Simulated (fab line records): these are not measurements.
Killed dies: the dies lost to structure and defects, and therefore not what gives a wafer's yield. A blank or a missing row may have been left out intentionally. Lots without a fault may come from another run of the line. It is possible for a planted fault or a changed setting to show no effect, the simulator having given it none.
Split-lot study / flow n5_finfet / route with 1938 steps; 7 lots, 21 wafers read

THE SPLIT
At N5_BEOL_M0_SAQP_SPACER2_ALD_26 (deposits SiO2, target thk 15 nm, pulse time 1 s, purge time 2 s), the setting target_thk_a was moved away from the recipe's 150 angstrom on 7 of the 21 wafers read, by -11.7% to +9.0%. This setting was run at the recipe's value on the other wafers.

FROM THE SPLIT TO THE READING: what the file shows between them, 2 steps
- N5_BEOL_M0_SAQP_SPACER2_ETCHBACK_27: etches SiO2 in CHF3/O2, target depth 22.5 nm, time 11.25 s
- N5_BEOL_M0_SAQP_MANDREL2_REMOVE_110: chemistry HBr/Cl2/O2, target a-Si, stops on SiCN, bt time 10 s

THE READING
Shown in nm: cd_nm at N5_BEOL_M0_SAQP_CD_MEAS_29, with target cd 14.4 nm. A value of 15.03 nm with a standard deviation of 0.22 nm is what fault-free wafers of this fab line usually give.

wafer=L074.1; tool, chamber at the split=ald_sin-02, 1; target_thk_a as run, angstrom=150; against the recipe=recipe; cd_nm, nm=15.07; against lot-mates on the recipe=-
wafer=L074.3; tool, chamber at the split=ald_sin-02, 0; target_thk_a as run, angstrom=143.6; against the recipe=-4.3%; cd_nm, nm=14.34; against lot-mates on the recipe=-0.73
wafer=L074.5; tool, chamber at the split=ald_sin-02, 2; target_thk_a as run, angstrom=143.6; against the recipe=-4.3%; cd_nm, nm=14.38; against lot-mates on the recipe=-0.69
wafer=L080.2; tool, chamber at the split=ald_sin-01, 0,3; target_thk_a as run, angstrom=163.5; against the recipe=+9.0%; cd_nm, nm=16.24; against lot-mates on the recipe=+1.02
wafer=L080.5; tool, chamber at the split=ald_sin-01, 0; target_thk_a as run, angstrom=150; against the recipe=recipe; cd_nm, nm=15.22; against lot-mates on the recipe=-
wafer=L080.6; tool, chamber at the split=ald_sin-01, 0,3; target_thk_a as run, angstrom=163.5; against the recipe=+9.0%; cd_nm, nm=16.55; against lot-mates on the recipe=+1.33
wafer=L083.1; tool, chamber at the split=ald_sin-04, 2; target_thk_a as run, angstrom=132.4; against the recipe=-11.7%; cd_nm, nm=13.20; against lot-mates on the recipe=-1.60
wafer=L083.2; tool, chamber at the split=ald_sin-04, 0; target_thk_a as run, angstrom=150; against the recipe=recipe; cd_nm, nm=14.92; against lot-mates on the recipe=-
wafer=L083.5; tool, chamber at the split=ald_sin-04, 0; target_thk_a as run, angstrom=150; against the recipe=recipe; cd_nm, nm=14.68; against lot-mates on the recipe=-
wafer=L086.3; tool, chamber at the split=ald_sin-02, 1,2; target_thk_a as run, angstrom=157.7; against the recipe=+5.1%; cd_nm, nm=15.72; against lot-mates on the recipe=+0.78
wafer=L086.4; tool, chamber at the split=ald_sin-02, 1,2; target_thk_a as run, angstrom=157.7; against the recipe=+5.1%; cd_nm, nm=15.62; against lot-mates on the recipe=+0.68
wafer=L086.6; tool, chamber at the split=ald_sin-02, 2; target_thk_a as run, angstrom=150; against the recipe=recipe; cd_nm, nm=14.94; against lot-mates on the recipe=-
wafer=L091.1; tool, chamber at the split=ald_sin-04, 1,2,3; target_thk_a as run, angstrom=150; against the recipe=recipe; cd_nm, nm=15.06; against lot-mates on the recipe=-
wafer=L091.2; tool, chamber at the split=ald_sin-04, 1,2,3; target_thk_a as run, angstrom=150; against the recipe=recipe; cd_nm, nm=14.68; against lot-mates on the recipe=-
wafer=L091.5; tool, chamber at the split=ald_sin-04, 1,2,3; target_thk_a as run, angstrom=150; against the recipe=recipe; cd_nm, nm=14.78; against lot-mates on the recipe=-
wafer=L093.3; tool, chamber at the split=ald_sin-01, 3,0,3; target_thk_a as run, angstrom=150; against the recipe=recipe; cd_nm, nm=15.40; against lot-mates on the recipe=-
wafer=L093.5; tool, chamber at the split=ald_sin-01, 3,0,3; target_thk_a as run, angstrom=150; against the recipe=recipe; cd_nm, nm=15.26; against lot-mates on the recipe=-
wafer=L093.6; tool, chamber at the split=ald_sin-01, 3,0,3; target_thk_a as run, angstrom=150; against the recipe=recipe; cd_nm, nm=14.97; against lot-mates on the recipe=-
wafer=L097.3; tool, chamber at the split=ald_sin-01, 0,1,3; target_thk_a as run, angstrom=150; against the recipe=recipe; cd_nm, nm=14.81; against lot-mates on the recipe=-
wafer=L097.4; tool, chamber at the split=ald_sin-01, 0,1,3; target_thk_a as run, angstrom=150; against the recipe=recipe; cd_nm, nm=15.22; against lot-mates on the recipe=-
wafer=L097.6; tool, chamber at the split=ald_sin-01, 0,1,3; target_thk_a as run, angstrom=150; against the recipe=recipe; cd_nm, nm=15.01; against lot-mates on the recipe=-
The file does not say which wafer passed through which chamber wherever a row lists several chambers: such a row stands for several wafers.

THE FIT
A straight line over all 21 wafers: cd_nm changes by +0.151 nm for each +1% of target_thk_a; r = +0.96; the points scatter about the line by 0.19 nm.
The same after taking each lot's own level away (the mean of its wafers on the recipe; 21 wafers): +0.138 nm for each +1%; r = +0.98; scatter 0.14 nm.
On that fit, the largest move of target_thk_a shifts the reading by 1.6 nm.
Across the lots, their own levels run from 14.800 to 15.220 nm, a range of 1.9 times the standard deviation given above.
The two slopes are in agreement: the lot-to-lot level therefore moves the slope only a little.
Check: for one of the wafers moved furthest among these (-11.7%), held out of the fit, the line's prediction against its lot-mates is -1.66 nm. Against them it came out at -1.6 nm.

THE WHOLE CHAIN: every reading that the file lists as answering this split, in the file's order
step=N5_BEOL_M0_SAQP_SPACER2_ALD_26; what it does=deposits SiO2, target thk 15 nm, pulse time 1 s, purge time 2 s; reading=SiO2_of_BEOL_M0_SAQP_SPACER2_ALD_26.thk_nm (the simulator's own value, which no gauge read); change (the file's fit)=+0.155 nm for each +1% of the setting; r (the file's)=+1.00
step=N5_BEOL_M0_SAQP_MANDREL2_REMOVE_110; what it does=chemistry HBr/Cl2/O2, target a-Si, stops on SiCN, bt time 10 s; reading=BEOL_M0_SAQP.cd_nm (the simulator's own value, which no gauge read); change (the file's fit)=+0.146 nm for each +1% of the setting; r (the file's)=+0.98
step=N5_BEOL_M0_SAQP_CD_MEAS_29; what it does=target cd 14.4 nm; reading=cd_nm; change (the file's fit)=+0.137 nm for each +1% of the setting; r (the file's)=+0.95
step=N5_BEOL_M0_CUTY_ETCH_63; what it does=etches SOC in N2/H2, target depth 82.7 nm, overetch 16.5 nm, time 124 s; reading=SiO2_of_BEOL_M0_SAQP_SPACER2_ALD_26.thk_nm (the simulator's own value, which no gauge read); change (the file's fit)=+0.172 nm for each +1% of the setting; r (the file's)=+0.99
step=N5_BEOL_M0_HM_OPEN_105; what it does=chemistry Cl2/BCl3, target TiN, target depth 12 nm; reading=SiO2_of_BEOL_M0_SAQP_SPACER2_ALD_26.thk_nm (the simulator's own value, which no gauge read); change (the file's fit)=+0.129 nm for each +1% of the setting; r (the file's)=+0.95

FILE'S OWN FIT
cd_nm changes by +0.137 nm for each +1% of target_thk_a, r = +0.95.
